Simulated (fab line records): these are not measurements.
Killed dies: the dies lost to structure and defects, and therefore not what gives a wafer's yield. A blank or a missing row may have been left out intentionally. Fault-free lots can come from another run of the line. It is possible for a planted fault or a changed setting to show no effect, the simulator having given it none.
fab line records | flow n5-finfet
record: lots: 5 wafers: 15 last-day: 18
route steps=1938 shown PASSIVATION@1911
lots that met no fault: taken from a fault-free run of the same line
start-h: hours from the record's opening day to when the first of the lot's shown wafers began | wait-h: hours elapsed since this lot's preceding step | " same as the row above | L1.1+2: one row covering several wafers at once | - either no value or no given start | * or withheld: withheld | < > ~ a bound
route shown NAME@n: names a module that has steps shown in the file, with the first one's number in the route | usual: mean/standard deviation of fault-free wafers | same: alike in all rows | chamber/n: place in a boat | sites: readings site by site | _std_site: their standard deviation | _edge_site: inner sites' mean taken away from outer sites' mean | radius-mm: for every site, how far away it sits from the centre of the wafer | mask NAME#n: copy n | behind: the most recent tool/chamber to have shaped the wafer | hold: cause of the lot's hold/its duration in hours/its outcome | device: transistor that didn't switch, given as n, p or np | end of line: the same wafers' tests at the end of the route | for a step that has no rows: nothing shown but its recipe | killed: not the wafer's yield, but the dies lost to structure and defects at the first sort | map: a wafer's dies, x killed, . not, _ none there
set.NAME: the setting the step ran with; set.NAME@STEP: the setting that earlier step ran with | model.NAME: the simulator's own value behind a step, which no gauge read
lots at selected steps of the route; one table per step, one row per wafer
services: when a tool's chamber went out of use (start-h, in hours from the record's first day, below 0 if earlier), for how many hours, and the reason
== steps ==
step: N5_PASSIVATION_STRIP_34
recipe: chemistry: O2 power-w: 600 temp-c: 60 pressure-mtorr: 30 rf-frequency-hz: 6e+07 bias-power-w: 0 overash-fraction: 2 o2-flow-sccm: 225
usual: drypump-motor-current-A: 5.6/0.45 oes-product-au: 0.80/0.078 rf-vpp-V: 3.7/1.6 showerhead-plenum-p-Torr: 2.11/0.079 throttle-valve-pct: 16.55/0.16
columns lot.wafer tool chamber start-h wait-h drypump-motor-current-A oes-product-au rf-hours-counter-h rf-vpp-V showerhead-plenum-p-Torr throttle-valve-pct
L077.2 rie-diel-04 3 314.59 0.1 5.8 0.69 217 2.0 2.06 16.54
L077.4 " 2 " " 5.7 0.79 - 1.7 2.02 16.56
L077.6 " 3 " " 5.8 0.69 - 0.8 2.06 16.55
L080.2 rie-diel-04 3 332.34 0.1 5.8 0.71 225 3.6 2.05 16.57
L080.4 " 1 " " 6.4 1.00 1 3.6 2.12 16.36
L080.5 " 2 " " 5.8 0.77 - 3.3 2.02 16.57
L087.1 rie-diel-01 3 371.14 0.1 4.9 0.79 119 2.7 2.20 16.52
L087.2 " 0 " " 4.9 0.68 255 2.0 2.07 16.92
L087.4 " 2 " " 6.4 0.82 110 4.4 2.21 16.59
L094.2 rie-diel-02 0 413.93 0.2 5.3 0.92 16 5.0 2.05 16.20
L094.3 " 3 " " 5.6 0.83 64 3.2 2.13 16.26
L094.4 " 2 " " 5.9 0.87 54 3.7 2.21 16.66
L096.2 rie-diel-01 3 425.23 0.1 4.9 0.79 140 0.5 2.19 16.60
L096.4 " 2 " " 6.4 0.77 - 4.7 2.20 16.69
L096.6 " 1 " " 5.3 0.83 - 3.8 2.04 16.67
step: N5_PASSIVATION_STRIP_51
recipe: chemistry: post-etch-residue-remover time-s: 1200 temp-c: 72.5
columns lot.wafer tool chamber start-h wait-h
L077.2+4+6 wet-bench-03 0,5,4 314.67 -
L080.2+4+5 wet-bench-01 0,4,1 332.41 -
L087.1+2+4 wet-bench-02 5,2,4 371.20 -
L094.2+3+4 wet-bench-03 7,2,3 414.00 -
L096.2+4+6 wet-bench-03 6,3,2 425.30 -
step: N5_PASSIVATION_CLEAN_69
recipe: chemistry: IPA time-s: 180 temp-c: 25
columns lot.wafer tool chamber start-h wait-h
L077.2+4+6 wet-bench-03 0,5,4 315.01 0.0
L080.2+4+5 wet-bench-01 0,4,1 332.75 0.0
L087.1+2+4 wet-bench-02 5,2,4 371.54 0.0
L094.2+3+4 wet-bench-03 7,2,3 414.33 0.0
L096.2+4+6 wet-bench-03 6,3,2 425.63 0.0
step: N5_PASSIVATION_SRD_70
recipe: dry: ipa-marangoni time-s: 30 temp-c: 23 rinse-liquid: diw
columns lot.wafer tool chamber start-h wait-h
L077.2+4+6 wet-bench-03 0,5,4 315.06 0.0
L080.2+4+5 wet-bench-01 0,4,1 332.80 0.0
L087.1+2+4 wet-bench-02 5,2,4 371.59 0.0
L094.2+3+4 wet-bench-03 7,2,3 414.39 0.0
L096.2+4+6 wet-bench-03 6,3,2 425.68 0.0
step: N5_PASSIVATION_PECVD_53
recipe: material: SiO2 target-thk-a: 8000 temp-c: 400 precursor: TEOS/O2 pressure-torr: 6.5 rf-w: withheld teos-flow-sccm: withheld gas: O2 flow-sccm: 2650 time-s: 169.4
columns lot.wafer tool chamber start-h wait-h
L077.2+4+6 pecvd-03 0,1,2 315.11 0.0
L080.2+4+5 pecvd-03 1,1,0 332.84 0.0
L087.1+2+4 pecvd-04 1,2,0 371.64 0.0
L094.2+3+4 pecvd-04 0,2,0 414.43 0.0
L096.2+4+6 pecvd-04 1,2,1 425.73 0.0
step: N5_PASSIVATION_PECVD_35
recipe: material: SiNx target-thk-a: 7000 temp-c: 400 precursor: SiH4/NH3/N2 pressure-torr: 4.9 rf-w: 1406 time-s: 151.3
usual: heater-power-w: 397/100 rf-fwd-power-W: 1401/4 showerhead-plenum-p-Torr: 8.71/0.086 throttle-valve-pct: 29.8/1.2
columns lot.wafer tool chamber start-h wait-h heater-power-w rf-fwd-power-W showerhead-plenum-p-Torr throttle-valve-pct
L077.2 pecvd-03 0 315.22 0.1 355 1396 8.72 29.0
L077.4 " 1 " " 449 1401 8.72 29.7
L077.6 " 2 " " 229 1405 8.66 28.1
L080.2 pecvd-03 1 332.96 0.1 587 1403 8.73 29.8
L080.4 " 1 " " 594 1407 8.71 29.9
L080.5 " 0 " " 387 1404 8.72 29.0
L087.1 pecvd-04 1 371.75 0.1 344 1402 8.56 32.4
L087.2 " 2 " " 436 1401 8.76 29.6
L087.4 " 0 " " 348 1397 8.86 30.1
L094.2 pecvd-04 0 414.54 0.1 332 1401 8.86 30.4
L094.3 " 2 " " 324 1403 8.79 29.5
L094.4 " 0 " " 354 1404 8.85 30.4
L096.2 pecvd-04 1 425.84 0.1 389 1402 8.53 32.3
L096.4 " 2 " " 437 1392 8.77 30.0
L096.6 " 1 " " 251 1403 8.57 32.3
step: N5_PASSIVATION_HMDS_37
recipe: time-s: 60 temp-c: 120
columns lot.wafer tool chamber start-h wait-h
L077.2+4+6 litho-track-04 0 315.35 0.1
L080.2+4+5 litho-track-04 0 333.09 0.1
L087.1+2+4 litho-track-03 0 371.88 0.1
L094.2+3+4 litho-track-03 0 414.69 0.1
L096.2+4+6 litho-track-03 0 425.98 0.1
step: N5_PASSIVATION_COAT_38
recipe: spin-rpm: 3000 resist-thk-nm: withheld
usual: dispense-pressure-kPa: 49.4/0.77
columns lot.wafer tool chamber start-h wait-h dispense-pressure-kPa
L077.2 litho-track-04 0 - - 49.8
L077.4 " 0 " " 49.7
L077.6 " 0 " " 49.8
L080.2 litho-track-04 0 - - 49.7
L080.4 " 0 " " 49.7
L080.5 " 0 " " 49.7
L087.1 litho-track-03 0 - - 48.5
L087.2 " 0 " " 48.6
L087.4 " 0 " " 48.5
L094.2 litho-track-03 0 - - 48.6
L094.3 " 0 " " 48.6
L094.4 " 0 " " 48.6
L096.2 litho-track-03 0 - - 48.6
L096.4 " 0 " " 48.5
L096.6 " 0 " " 48.6
step: N5_PASSIVATION_EBR_40
recipe: solvent: PGMEA ebr-width-mm: 1.5
columns lot.wafer tool chamber start-h wait-h
L077.2+4+6 litho-track-04 0 - -
L080.2+4+5 litho-track-04 0 - -
L087.1+2+4 litho-track-03 0 - -
L094.2+3+4 litho-track-03 0 - -
L096.2+4+6 litho-track-03 0 - -
step: N5_PASSIVATION_SOFTBAKE_39
recipe: temp-c: 110 time-s: 120
columns lot.wafer tool chamber start-h wait-h
L077.2+4+6 litho-track-04 0 - -
L080.2+4+5 litho-track-04 0 - -
L087.1+2+4 litho-track-03 0 - -
L094.2+3+4 litho-track-03 0 - -
L096.2+4+6 litho-track-03 0 - -
step: N5_PASSIVATION_EXPOSE_41
recipe: mask-id: PASS_OPEN na: 0.55 defocus-nm: 0 source-shape: conventional sigma-outer: 0.8 polarization: unpolarized target-cd-nm: 40000 dose-mj: 57.25
columns lot.wafer tool chamber start-h wait-h mask
L077.2+4+6 krf-scanner-02 0 315.60 - PASS_OPEN#0
L080.2+4+5 krf-scanner-01 0 333.21 - PASS_OPEN#0
L087.1+2+4 krf-scanner-01 0 372.00 - PASS_OPEN#0
L094.2+3+4 krf-scanner-01 0 414.82 - PASS_OPEN#0
L096.2+4+6 krf-scanner-01 0 426.10 - PASS_OPEN#0
step: N5_PASSIVATION_PEB_42
recipe: peb-temp-c: withheld peb-time-s: *
columns lot.wafer tool chamber start-h wait-h
L077.2+4+6 litho-track-04 0 315.66 0.0
L080.2+4+5 litho-track-03 0 333.27 0.0
L087.1+2+4 litho-track-04 0 372.06 0.1
L094.2+3+4 litho-track-04 0 414.87 0.0
L096.2+4+6 litho-track-04 0 426.16 0.0
step: N5_PASSIVATION_DEVELOP_43
recipe: develop-time-s: 60 rinse-liquid: diw dry: air-spin dev-temp-c: 21
usual: developer-temp-C: 20.98/0.09
same: develop-time-s: 60
columns lot.wafer tool chamber start-h wait-h developer-temp-C
L077.2 litho-track-04 0 - - 21.02
L077.4 " 0 " " 20.95
L077.6 " 0 " " 20.85
L080.2 litho-track-03 0 - - 20.89
L080.4 " 0 " " 20.97
L080.5 " 0 " " 21.09
L087.1 litho-track-04 0 - - 20.86
L087.2 " 0 " " 21.02
L087.4 " 0 " " 21.02
L094.2 litho-track-04 0 - - 20.91
L094.3 " 0 " " 20.87
L094.4 " 0 " " 20.84
L096.2 litho-track-04 0 - - 21.09
L096.4 " 0 " " 20.95
L096.6 " 0 " " 20.93
step: N5_PASSIVATION_HARDBAKE_45
recipe: temp-c: 130 time-s: 120
columns lot.wafer tool chamber start-h wait-h
L077.2+4+6 litho-track-04 0 - -
L080.2+4+5 litho-track-03 0 - -
L087.1+2+4 litho-track-04 0 - -
L094.2+3+4 litho-track-04 0 - -
L096.2+4+6 litho-track-04 0 - -
step: N5_PASSIVATION_CD_MEAS_44
recipe: target-cd-nm: 40000 landing-energy-ev: 500 detector: se-inlens
usual: cd-nm: 39998/3.4
columns lot.wafer tool chamber start-h wait-h cd-nm
L077.2 cd-sem-01 0 315.78 - 39998
L077.4 " 0 " " 39995
L077.6 " 0 " " 40002
L080.2 cd-sem-01 0 333.39 - 40006
L080.4 " 0 " " 39993
L080.5 " 0 " " 40001
L087.1 cd-sem-03 0 372.18 - 39998
L087.2 " 0 " " 39999
L087.4 " 0 " " 40002
L094.2 cd-sem-01 0 414.99 - 40001
L094.3 " 0 " " 39998
L094.4 " 0 " " 39996
L096.2 cd-sem-02 0 426.28 - 40002
L096.4 " 0 " " 40004
L096.6 " 0 " " 39998
step: N5_PASSIVATION_OVL_MEAS_66
recipe: points-per-wafer: 44
usual: PASS_OPEN_OVL: 1/4.7
columns lot.wafer tool chamber start-h wait-h PASS_OPEN_OVL[nm]
L077.2 overlay-01 0 315.80 0.0 -6
L077.4 " 0 " " -1
L077.6 " 0 " " -1
L080.2 overlay-02 0 333.42 0.0 -2
L080.4 " 0 " " -7
L080.5 " 0 " " -8
L087.1 overlay-02 0 372.21 0.0 2
L087.2 " 0 " " 4
L087.4 " 0 " " 5
L094.2 overlay-01 0 415.02 0.0 2
L094.3 " 0 " " 4
L094.4 " 0 " " -4
L096.2 overlay-01 0 426.31 0.0 5
L096.4 " 0 " " 3
L096.6 " 0 " " 7
step: N5_PASSIVATION_INSPECT_67
recipe: mode: adi inspect-instrument: macro
usual: raw-defect-count: 2.1/1.5
columns lot.wafer tool chamber start-h wait-h raw-defect-count
L077.2 defect-inspect-02 - 315.83 0.0 3
L077.4 " - " " 0
L077.6 " - " " 5
L080.2 defect-inspect-02 - 333.44 0.0 1
L080.4 " - " " 3
L080.5 " - " " 3
L087.1 defect-inspect-02 - 372.23 0.0 1
L087.2 " - " " 2
L087.4 " - " " 4
L094.2 defect-inspect-01 - 415.04 0.0 4
L094.3 " - " " 0
L094.4 " - " " 0
L096.2 defect-inspect-02 - 426.33 0.0 2
L096.4 " - " " 4
L096.6 " - " " 0
step: N5_PASSIVATION_DESCUM_46
recipe: chemistry: O2 time-s: 7.9 source-power-w: 50 bias-power-w: 20 pressure-mtorr: 20 rf-frequency-hz: 2.712e+07 temp-c: 40 o2-flow-sccm: 225
usual: drypump-motor-current-A: 5.7/0.47 oes-product-au: 0.80/0.077 rf-fwd-power-W: 49.41/0.23 rf-vpp-V: 243.5/1.5 showerhead-plenum-p-Torr: 2.11/0.08 throttle-valve-pct: 20.30/0.18
columns lot.wafer tool chamber start-h wait-h drypump-motor-current-A oes-product-au rf-fwd-power-W rf-hours-counter-h rf-vpp-V showerhead-plenum-p-Torr throttle-valve-pct
L077.2 rie-diel-01 0 315.86 0.0 4.9 0.70 49.50 236 242.6 2.08 20.70
L077.4 " 2 " " 6.4 0.83 49.60 90 243.5 2.21 20.39
L077.6 " 0 " " 4.9 0.70 49.24 - 243.7 2.08 20.68
L080.2 rie-diel-01 3 333.48 0.0 4.9 0.80 49.23 105 246.5 2.20 20.27
L080.4 " 2 " " 6.4 0.82 49.62 97 244.0 2.21 20.41
L080.5 " 3 " " 4.9 0.80 49.29 - 246.2 2.20 20.26
L087.1 rie-diel-04 1 372.27 0.0 6.4 0.93 49.55 16 243.4 2.11 20.12
L087.2 " 2 " " 5.8 0.75 49.48 148 243.0 2.01 20.27
L087.4 " 3 " " 5.8 0.68 49.62 234 243.2 2.05 20.25
L094.2 rie-diel-01 2 415.71 0.7 6.4 0.79 49.71 128 244.4 2.20 20.44
L094.3 " 3 " " 4.9 0.78 49.35 136 244.7 2.19 20.32
L094.4 " 2 " " 6.4 0.78 49.48 - 245.6 2.20 20.44
L096.2 rie-diel-01 1 426.57 0.2 5.3 0.83 49.31 68 242.8 2.04 20.44
L096.4 " 1 " " 5.3 0.82 49.60 - 243.2 2.04 20.44
L096.6 " 3 " " 4.9 0.77 49.49 - 244.3 2.19 20.33
step: N5_PASSIVATION_PASS_ETCH_47
recipe: chemistry: CF4/O2 target: SiNx target-depth-a: 7700 time-s: 385 ion-energy-ev: 100 pressure-mtorr: 40 source-w: 535 bias-w: 49 Ar_flow_sccm: 100 cf4-flow-sccm: 100 O2_flow_sccm: 10
usual: O2_flow_sccm: 9.998/0.03 bias-w: 49.01/0.14 drypump-motor-current-A: 5.7/0.47 oes_o_777_au: 0.79/0.071 oes-product-au: 0.80/0.074 rf-fwd-power-W: 534.0/1.7 rf-vpp-V: 240/4.5 showerhead-plenum-p-Torr: 2.23/0.076 throttle-valve-pct: 15.79/0.15
columns lot.wafer tool chamber start-h wait-h O2_flow_sccm bias-w drypump-motor-current-A oes_o_777_au oes-product-au rf-fwd-power-W rf-hours-counter-h rf-vpp-V showerhead-plenum-p-Torr throttle-valve-pct
L077.2 rie-diel-01 0 315.90 0.0 9.965 48.86 4.9 0.70 0.70 531.9 236 245 2.18 16.02
L077.4 " 2 " " 9.959 48.92 6.4 0.82 0.81 536.3 90 247 2.32 15.77
L077.6 " 0 " " 10.045 48.84 5.0 0.71 0.70 533.5 - 245 2.18 16.02
L080.2 rie-diel-01 3 333.51 0.0 9.997 49.06 4.9 0.80 0.79 534.8 105 237 2.31 15.68
L080.4 " 2 " " 9.987 49.09 6.4 0.81 0.81 536.3 97 247 2.32 15.78
L080.5 " 3 " " 10.004 49.29 4.9 0.80 0.79 534.1 - 236 2.31 15.67
L087.1 rie-diel-04 1 372.30 0.0 10.015 49.20 6.4 0.90 0.92 535.8 16 231 2.24 15.66
L087.2 " 2 " " 9.979 49.07 5.8 0.76 0.76 534.5 148 237 2.13 15.86
L087.4 " 3 " " 9.989 49.12 5.8 0.68 0.69 535.6 234 238 2.18 15.94
L094.2 rie-diel-01 2 415.75 0.0 9.996 49.10 6.4 0.79 0.77 534.9 128 246 2.31 15.85
L094.3 " 3 " " 9.998 48.77 4.9 0.77 0.77 533.7 136 239 2.29 15.74
L094.4 " 2 " " 9.979 49.09 6.4 0.79 0.78 535.7 - 248 2.31 15.85
L096.2 rie-diel-01 1 426.60 0.0 9.995 49.05 5.3 0.82 0.82 535.6 69 243 2.15 15.80
L096.4 " 1 " " 9.987 49.02 5.3 0.82 0.82 535.1 - 242 2.15 15.80
L096.6 " 3 " " 10.054 48.86 4.9 0.76 0.77 530.3 - 238 2.29 15.74
step: N5_PASSIVATION_ETCH_54
recipe: chemistry: CHF3/O2 target: SiO2 target-depth-a: 8800 CHF3_flow_sccm: 50 O2_flow_sccm: 5 Ar_flow_sccm: 200 time-s: 440 mask-material: PR pressure-mtorr: 30 source-w: 650 bias-w: 170 ion-energy-ev: 200
usual: O2_flow_sccm: 5.001/0.014 bias-w: 170.0/0.56 drypump-motor-current-A: 5.7/0.47 oes_o_777_au: 0.80/0.074 oes-product-au: 0.80/0.073 rf-fwd-power-W: 648.9/2 rf-vpp-V: 522/9.5 showerhead-plenum-p-Torr: 2.44/0.083 throttle-valve-pct: 18.70/0.17
columns lot.wafer tool chamber start-h wait-h O2_flow_sccm bias-w drypump-motor-current-A oes_o_777_au oes-product-au rf-fwd-power-W rf-hours-counter-h rf-vpp-V showerhead-plenum-p-Torr throttle-valve-pct
L077.2 rie-diel-01 0 316.12 0.1 4.996 170.0 4.9 0.69 0.69 650.0 237 533 2.38 18.99
L077.4 " 2 " " 4.983 170.4 6.4 0.82 0.82 649.2 90 537 2.55 18.76
L077.6 " 0 " " 5.004 169.9 4.9 0.70 0.70 646.9 - 534 2.39 18.98
L080.2 rie-diel-01 3 333.74 0.1 5.009 171.0 4.9 0.81 0.80 647.0 105 516 2.51 18.55
L080.4 " 2 " " 5.002 169.6 6.4 0.81 0.81 649.2 97 537 2.54 18.78
L080.5 " 3 " " 5.012 170.5 4.9 0.81 0.79 650.5 - 516 2.51 18.53
L087.1 rie-diel-04 1 372.53 0.1 4.985 169.5 6.4 0.89 0.91 651.1 16 505 2.45 18.64
L087.2 " 2 " " 4.971 170.0 5.7 0.77 0.76 647.4 148 513 2.34 18.80
L087.4 " 3 " " 4.999 169.7 5.8 0.68 0.68 645.9 234 521 2.39 18.86
L094.2 rie-diel-01 2 415.97 0.1 4.998 169.4 6.4 0.78 0.78 652.7 128 537 2.53 18.82
L094.3 " 3 " " 4.998 170.2 4.9 0.79 0.76 650.3 137 516 2.50 18.59
L094.4 " 2 " " 4.984 169.9 6.4 0.78 0.78 650.0 - 536 2.53 18.82
L096.2 rie-diel-01 1 426.83 0.1 5.002 169.4 5.3 0.84 0.83 646.9 69 527 2.33 18.63
L096.4 " 1 " " 4.988 170.2 5.3 0.83 0.83 648.8 - 526 2.33 18.64
L096.6 " 3 " " 5.025 169.8 4.9 0.78 0.77 649.9 - 519 2.50 18.61
step: N5_PASSIVATION_STRIP_48
recipe: chemistry: O2 power-w: 600 temp-c: 60 pressure-mtorr: 30 rf-frequency-hz: 6e+07 bias-power-w: 0 overash-fraction: 0.5 o2-flow-sccm: 225
usual: drypump-motor-current-A: 5.7/0.47 oes-product-au: 0.80/0.079 rf-vpp-V: 3.4/2.4 showerhead-plenum-p-Torr: 2.12/0.08 throttle-valve-pct: 16.56/0.16
columns lot.wafer tool chamber start-h wait-h drypump-motor-current-A oes-product-au rf-hours-counter-h rf-vpp-V showerhead-plenum-p-Torr throttle-valve-pct
L077.2 rie-diel-01 0 316.41 0.1 4.9 0.69 237 1.8 2.08 16.81
L077.4 " 2 " " 6.4 0.83 90 1.0 2.22 16.61
L077.6 " 0 " " 4.9 0.69 - 2.2 2.08 16.93
L080.2 rie-diel-01 3 334.03 0.1 5.0 0.79 105 2.1 2.20 16.47
L080.4 " 2 " " 6.4 0.80 97 5.6 2.21 16.63
L080.5 " 3 " " 4.9 0.81 - 7.2 2.20 16.56
L087.1 rie-diel-04 1 372.82 0.1 6.4 0.93 17 3.9 2.12 16.38
L087.2 " 2 " " 5.8 0.76 148 2.9 2.01 16.55
L087.4 " 3 " " 5.8 0.66 234 4.0 2.05 16.59
L094.2 rie-diel-01 2 416.26 0.1 6.4 0.80 128 3.8 2.20 16.66
L094.3 " 3 " " 4.9 0.81 137 3.0 2.19 16.62
L094.4 " 2 " " 6.4 0.79 - 3.5 2.20 16.67
L096.2 rie-diel-01 1 427.12 0.1 5.3 0.84 69 3.6 2.04 16.67
L096.4 " 1 " " 5.3 0.83 - 5.5 2.04 16.59
L096.6 " 3 " " 5.0 0.75 - 6.3 2.19 16.52
step: N5_PASSIVATION_STRIP_52
recipe: chemistry: post-etch-residue-remover time-s: 1200 temp-c: 72.5
columns lot.wafer tool chamber start-h wait-h
L077.2+4+6 wet-bench-03 7,3,2 316.48 -
L080.2+4+5 wet-bench-03 0,7,5 334.09 -
L087.1+2+4 wet-bench-01 4,2,1 372.89 -
L094.2+3+4 wet-bench-02 7,2,0 416.35 -
L096.2+4+6 wet-bench-03 7,5,1 427.19 -
step: N5_PASSIVATION_CLEAN_71
recipe: chemistry: IPA time-s: 180 temp-c: 25
columns lot.wafer tool chamber start-h wait-h
L077.2+4+6 wet-bench-03 7,3,2 316.81 0.0
L080.2+4+5 wet-bench-03 0,7,5 334.43 0.0
L087.1+2+4 wet-bench-01 4,2,1 373.22 0.0
L094.2+3+4 wet-bench-02 7,2,0 416.68 0.0
L096.2+4+6 wet-bench-03 7,5,1 427.53 0.0
step: N5_PASSIVATION_SRD_72
recipe: dry: ipa-marangoni time-s: 30 temp-c: 23 rinse-liquid: diw
columns lot.wafer tool chamber start-h wait-h
L077.2+4+6 wet-bench-03 7,3,2 316.87 0.0
L080.2+4+5 wet-bench-03 0,7,5 334.48 0.0
L087.1+2+4 wet-bench-01 4,2,1 373.27 0.0
L094.2+3+4 wet-bench-02 7,2,0 416.74 0.0
L096.2+4+6 wet-bench-03 7,5,1 427.58 0.0
step: N5_PASSIVATION_ANNEAL_56
recipe: temp-c: 400 time-s: 1800 ambient: FGA idle-temp-c: 300 ramp-up-c-per-min: 5 ramp-down-c-per-min: 3
columns lot.wafer tool chamber start-h wait-h
L077.2+4+6 furnace-02 0 316.91 0.0
L080.2+4+5 furnace-03 0 334.52 0.0
L087.1+2+4 furnace-02 0 373.31 0.0
L094.2+3+4 furnace-03 0 416.78 0.0
L096.2+4+6 furnace-02 0 427.62 0.0
== services ==
columns tool chamber start-h hours kind
rie-diel-02 1 300.39 15.4 repair
krf-scanner-01 - 302.46 1.0 pm
rie-diel-02 3 305.25 2.1 repair
rie-diel-04 1 308.27 2.9 repair
rie-diel-04 0 311.57 9.9 repair
krf-scanner-01 - 318.54 1.3 pm
krf-scanner-02 - 326.00 0.4 repair
rie-diel-04 3 346.23 10.6 repair
rie-diel-04 - 352.25 0.6 repair
krf-scanner-02 - 357.11 0.8 pm
krf-scanner-01 - 361.03 2.7 repair
krf-scanner-02 - 369.20 1.0 repair
rie-diel-01 0 371.46 2.1 repair
krf-scanner-01 - 372.22 0.6 repair
krf-scanner-01 0 373.64 - calibration
krf-scanner-02 - 376.13 1.3 pm
rie-diel-01 0 383.71 77.6 repair
pecvd-03 - 384.77 0.5 repair
rie-diel-02 0 389.92 9.1 repair
wet-bench-03 - 393.47 1.0 repair
pecvd-04 1 398.91 2.1 scheduled-down
krf-scanner-02 - 407.25 36.0 pm
wet-bench-02 - 407.40 1.9 pm
litho-track-03 - 416.22 - consumable-replace:filter
== key ==
fault none
